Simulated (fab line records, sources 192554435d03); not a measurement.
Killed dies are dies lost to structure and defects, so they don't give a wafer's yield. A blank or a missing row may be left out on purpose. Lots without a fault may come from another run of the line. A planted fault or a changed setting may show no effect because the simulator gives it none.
Split-lot experiment | flow n5_finfet | 7 lots, 21 wafers read, on a route of 1938 steps

THE SPLIT
At N5_BEOL_M9_ILD_DEP_00 (deposits SiCOH lowk from DEMS/porogen, target thk 308.51 nm, time 58 s), the setting time_s was moved away from the recipe's 58 s on 10 of the 21 wafers read, by -10.9% to +14.7%. The other wafers ran this setting at the recipe's value.

FROM THE SPLIT TO THE READING: what the file shows between them, 1 step
- N5_BEOL_M9_CURE_71: cures SiCOH lowk, time 240 s

THE READING
M9_ILD_THK, in nm, at N5_BEOL_M9_THK_MEAS_01. Fault-free wafers of this fab line usually give 267 nm, standard deviation 3.7 nm.

wafer  | tool, chamber at the split | time_s as run, s | against the recipe | M9_ILD_THK, nm | against lot-mates on the recipe
L076.3 | pecvd-01, 0                | 58               | recipe             | 266            | -
L076.5 | pecvd-01, 2                | 58               | recipe             | 266            | -
L076.6 | pecvd-01, 0                | 51.65            | -10.9%             | 240            | -26
L079.2 | pecvd-01, 1                | 58               | recipe             | 260            | -
L079.5 | pecvd-01, 1                | 58               | recipe             | 265            | -
L079.6 | pecvd-01, 0                | 58               | recipe             | 266            | -
L078.1 | pecvd-04, 2                | 54.57            | -5.9%              | 246            | -22
L078.3 | pecvd-04, 0                | 58               | recipe             | 269            | -
L078.6 | pecvd-04, 2                | 58               | recipe             | 267            | -
L080.1 | pecvd-01, 0                | 66.5             | +14.7%             | 302            | +42
L080.3 | pecvd-01, 2                | 58               | recipe             | 260            | -
L080.4 | pecvd-01, 1                | 66.5             | +14.7%             | 302            | +42
L083.3 | pecvd-01, 0                | 58               | recipe             | 266            | -
L083.4 | pecvd-01, 1                | 53.38            | -8.0%              | 244            | -22
L083.6 | pecvd-01, 0                | 58               | recipe             | 267            | -
L085.3 | pecvd-01, 2                | 65.47            | +12.9%             | 298            | +32
L085.5 | pecvd-01, 0                | 58               | recipe             | 266            | -
L085.6 | pecvd-01, 2                | 65.47            | +12.9%             | 304            | +38
L087.2 | pecvd-01, 1                | 54.34            | -6.3%              | 247            | no lot-mate on the recipe
L087.4 | pecvd-01, 0                | 54.34            | -6.3%              | 247            | no lot-mate on the recipe
L087.5 | pecvd-01, 2                | 54.34            | -6.3%              | 249            | no lot-mate on the recipe

THE FIT
A straight line over all 21 wafers: M9_ILD_THK changes by +2.63 nm for each +1% of time_s; r = +0.99; the points scatter about the line by 2.7 nm.
The same after taking each lot's own level away (the mean of its wafers on the recipe; 18 wafers): +2.78 nm for each +1%; r = +0.99; scatter 2.5 nm.
On that fit, the largest move of time_s shifts the reading by 41 nm.
The lots' own levels span 260.0 to 268.0 nm, that is 2.2 times the standard deviation above.
So the lot-to-lot level changes the slope little: the two slopes agree.
Check: with one of the wafers moved furthest among these (+14.7%) left out of the fit, the line predicts +40.4 nm for it against its lot-mates. It came out at +42 nm against them.

OTHER SPLITS ON THESE WAFERS
These wafers also went through other splits before the reading. Each is held against what the fit with the lots' levels taken away leaves over:
other split on the same wafers | wafers away from the commonest value | r with M9_ILD_THK (lot level and that fit taken away)
N5_BEOL_M5_COAT_74 spin_rpm    | 7                                    | +0.22
N5_BEOL_M6_DESCUM_33 time_s    | 9                                    | -0.05
N5_BEOL_M8_PECVD_70 time_s     | 7                                    | -0.39
N5_BEOL_M8_EXPOSE_08 dose_mj   | 8                                    | -0.33

THE WHOLE CHAIN: every reading that the file lists as answering this split, in the file's order
step                   | what it does                                                           | reading                                                                                  | change (the file's fit)              | r (the file's)
N5_BEOL_M9_ILD_DEP_00  | deposits SiCOH lowk from DEMS/porogen, target thk 308.51 nm, time 58 s | SiCOH_lowk_of_BEOL_M9_ILD_DEP_00.thk_nm (the simulator's own value, which no gauge read) | +3.11 nm for each +1% of the setting | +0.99
N5_BEOL_M9_CURE_71     | cures SiCOH lowk, time 240 s                                           | SiCOH_lowk_of_BEOL_M9_ILD_DEP_00.thk_nm (the simulator's own value, which no gauge read) | +2.74 nm for each +1% of the setting | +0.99
N5_BEOL_M9_THK_MEAS_01 |                                                                        | M9_ILD_THK                                                                               | +2.74 for each +1% of the setting    | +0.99

THE FILE'S OWN FIT
M9_ILD_THK changes by +2.74 nm for each +1% of time_s, r = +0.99.
